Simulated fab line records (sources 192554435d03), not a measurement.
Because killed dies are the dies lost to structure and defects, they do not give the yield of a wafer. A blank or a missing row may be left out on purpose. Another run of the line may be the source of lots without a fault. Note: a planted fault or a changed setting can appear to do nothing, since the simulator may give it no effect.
2 desks looking at one fault ; flow n5-finfet ; numbers are kept per desk, each desk with only its own; the story behind them comes last

== THE DEFECT DESK ==
Lot by lot, what the route's inspections counted, given as the mean of those sampled wafers with a number. Any lot whose mean is over 4 standard deviations away from the usual mean is out of limits and marked OUT; that distance is given in the brackets.
Columns: A = raw-defect-count at N5_HKMG_FIN_INSPECT_14, usual 1.9
lot;first seen here;A
L515;day 4 23:56;96.7 (+68) OUT
L534;day 9 17:07;1.0
L535;day 9 22:43;2.3
This desk's verdict: out of limits on L515, starting with L515 at day 4 23:56 (raw-defect-count at N5_HKMG_FIN_INSPECT_14). L534, L535: within limits.

== AT THE METROLOGY DESK ==
Lot by lot, what the gauges showed, no matter which tool ran the lot: averages of those sampled wafers that carry a number. Any lot whose mean is over 4 standard deviations away from the usual mean is out of limits and marked OUT; that distance is given in the brackets. 7 of its 10 readings are shown, namely those furthest out on some lot.
Columns: A = DIBL_N at N5_BEOL_M4_RC_MEAS_101, usual 36.0 mV/V; B = DIBL_P at N5_BEOL_M4_RC_MEAS_101, usual 36.3 mV/V; C = IOFF_N at N5_BEOL_M4_RC_MEAS_101, usual 0.16 nA/um; D = ION_P at N5_BEOL_M4_RC_MEAS_101, usual 461 uA/um; E = SS_N at N5_BEOL_M4_RC_MEAS_101, usual 71.4 mV/dec; F = SS_P at N5_BEOL_M4_RC_MEAS_101, usual 73.2 mV/dec; G = VT_N at N5_BEOL_M4_RC_MEAS_101, usual 250 mV
lot;first seen here;A;B;C;D;E;F;G
L515;day 9 02:58;33.9;33.1;0.14;469;70.9;72.5;248
L535;day 14 06:17;38.7;37.6;0.18;461;72.1;73.9;247
L534;day 14 08:02;35.9;36.4;0.14;462;71.1;73.1;252
Finding of this desk: none of the 3 lots has anything out of limits.

== PUT TOGETHER ==
The defect desk could have raised an alarm at day 4 23:56, on L515.
At the metrology desk, nothing out of limits was observed.
The metrology desk holds a record of L515, inside its limits.
Of the lots named, all ran N5_HKMG_FIN_WET_ETCH_78 on wet-bench-03.

== WHAT THE SIMULATOR HAD PUT IN ==
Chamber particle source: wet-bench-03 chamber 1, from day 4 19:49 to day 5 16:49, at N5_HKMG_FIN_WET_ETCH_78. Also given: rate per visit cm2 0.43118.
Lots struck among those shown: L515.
Hours from the fault's start to each desk's first reading out of limits: the defect desk, 4.
